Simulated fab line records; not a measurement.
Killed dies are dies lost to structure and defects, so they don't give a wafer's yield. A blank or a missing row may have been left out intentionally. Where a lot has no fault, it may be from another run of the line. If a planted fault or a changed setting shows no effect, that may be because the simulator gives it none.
Matching of chambers    flow nand harc    4 sister chambers for NHARC_A_ZERO_WELL_ETCH_13 on rie si-04
The step etches the open film in HBr/Cl2, target depth 120 nm, time 40.1 s. 4 wafers are shown with their chamber, then 9 later ones without.

WAFERS PAIRED WITH THEIR CHAMBERS
wafer   chamber  drypump motor current A (A)
L081.3  1        6.3
L086.3  0        6.3
L086.5  3        6.6
L086.6  2        5.3

WAFERS WHOSE CHAMBER IS MISSING
wafer   drypump motor current A (A)
L088.1  6.3
L088.3  6.6
L088.5  5.3
L096.2  6.6
L096.3  6.3
L096.5  5.3
L097.3  6.3
L097.4  6.2
L097.6  6.3

CHAMBER TAKEN BY EACH
wafer   from the rows above      in truth
L088.1  can't be placed: 0 or 1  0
L088.3  3                        3
L088.5  2                        2
L096.2  3                        3
L096.3  can't be placed: 0 or 1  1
L096.5  2                        2
L097.3  can't be placed: 0 or 1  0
L097.4  can't be placed: 0 or 1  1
L097.6  can't be placed: 0 or 1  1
Placed correctly: 4 of 9. Not placeable from these rows: 5 (in 5, the candidates include the true chamber). 0 placed wrongly.
How it was worked out, from the rows above alone: a wafer's distance from a chamber is the root of the sum, over the readings, of the square of ((its reading less the chamber's mean) divided by the reading's scatter). If the next closest chamber is less than 2 further off than the closest, the wafer can't be placed; otherwise it belongs to the closest. The mean given for a chamber averages the wafers shown for that chamber. The scatter: root of mean squared gap, hidden wafer to nearest shown wafer, with one shown wafer a chamber.
